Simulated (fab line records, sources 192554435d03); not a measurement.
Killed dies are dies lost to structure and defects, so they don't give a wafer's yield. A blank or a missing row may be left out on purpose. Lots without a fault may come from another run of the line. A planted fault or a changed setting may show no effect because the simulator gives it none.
Chamber matching | flow n5_finfet | N5_BEOL_M7_STRIP_36 on rie_diel-05: 4 sister chambers
The step strips in N2/H2. 8 wafers are shown with their chamber, then 8 later ones without.

WAFERS WITH THEIR CHAMBER
wafer  | chamber | showerhead_plenum_p_Torr (Torr) | drypump_motor_current_A (A)
L074.6 | 0       | 2.70                            | 5.4
L081.2 | 2       | 2.50                            | 5.9
L081.4 | 3       | 2.51                            | 5.6
L081.5 | 1       | 2.54                            | 5.3
L083.1 | 0       | 2.69                            | 5.4
L083.3 | 2       | 2.50                            | 5.8
L083.4 | 3       | 2.50                            | 5.6
L084.2 | 1       | 2.53                            | 5.2

WAFERS WITHOUT THEIR CHAMBER
wafer  | showerhead_plenum_p_Torr (Torr) | drypump_motor_current_A (A)
L084.4 | 2.50                            | 5.6
L084.6 | 2.53                            | 5.2
L088.2 | 2.50                            | 5.6
L088.4 | 2.50                            | 5.9
L088.5 | 2.50                            | 5.6
L089.2 | 2.53                            | 5.2
L089.3 | 2.69                            | 5.4
L089.5 | 2.50                            | 5.9

WHICH CHAMBER EACH WENT THROUGH
wafer  | from the rows above | in truth
L084.4 | 3                   | 3
L084.6 | 1                   | 1
L088.2 | 3                   | 3
L088.4 | 2                   | 2
L088.5 | 3                   | 3
L089.2 | 1                   | 1
L089.3 | 0                   | 0
L089.5 | 2                   | 2
Placed correctly: 8 of 8. Can't be placed from these rows: 0. Placed wrongly: 0.
How it was worked out, from the rows above alone: a wafer's distance from a chamber is the root of the sum, over the readings, of the square of ((its reading less the chamber's mean) divided by the reading's scatter). The wafer belongs to the nearest chamber; if the next one is less than 2 further off, it can't be placed. A chamber's mean is the mean of its shown wafers. The scatter: the root of (the sum of the squares of (reading less its chamber's mean) over the shown wafers, divided by (wafers less chambers)).
